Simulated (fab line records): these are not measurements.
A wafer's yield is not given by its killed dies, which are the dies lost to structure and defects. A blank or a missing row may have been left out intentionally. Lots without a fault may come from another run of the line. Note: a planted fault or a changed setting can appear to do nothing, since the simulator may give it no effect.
Matching of chambers :: flow n5Finfet :: N5_BEOL_M13_DEP_53 on pecvd-03: 3 sister chambers
The step deposits SiCN from 3MS/NH3, target thk 50 nm, time 17.8 s. 3 wafers are shown with their chamber, then 6 later ones without.

## WAFERS PAIRED WITH THEIR CHAMBERS
wafer: L451.6
chamber: 1
showerheadPlenumPTorr (Torr): 4.181

wafer: L460.3
chamber: 2
showerheadPlenumPTorr (Torr): 4.109

wafer: L460.6
chamber: 0
showerheadPlenumPTorr (Torr): 4.208

## WAFERS WITH NO CHAMBER GIVEN
wafer: L464.1
showerheadPlenumPTorr (Torr): 4.198

wafer: L464.3
showerheadPlenumPTorr (Torr): 4.198

wafer: L464.4
showerheadPlenumPTorr (Torr): 4.118

wafer: L467.1
showerheadPlenumPTorr (Torr): 4.191

wafer: L467.2
showerheadPlenumPTorr (Torr): 4.192

wafer: L467.3
showerheadPlenumPTorr (Torr): 4.125

## CHAMBER TAKEN BY EACH
wafer: L464.1
from the rows above: can't be placed: 0 or 1
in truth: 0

wafer: L464.3
from the rows above: can't be placed: 0 or 1
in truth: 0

wafer: L464.4
from the rows above: 2
in truth: 2

wafer: L467.1
from the rows above: can't be placed: 1 or 0
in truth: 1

wafer: L467.2
from the rows above: can't be placed: 1 or 0
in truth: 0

wafer: L467.3
from the rows above: 2
in truth: 2
2 of 6 placed correctly. Can't be placed from these rows: 4 (the true chamber is among the candidates in 4). Wrongly placed: 0.
How it was worked out, from the rows above alone: a wafer's distance from a chamber is the root of the sum, over the readings, of the square of ((its reading less the chamber's mean) divided by the reading's scatter). If the next closest chamber is less than 2 further off than the closest, the wafer can't be placed; otherwise it belongs to the closest. A chamber's mean is the mean of its shown wafers. The scatter: root of mean squared gap, hidden wafer to nearest shown wafer, with one shown wafer a chamber.
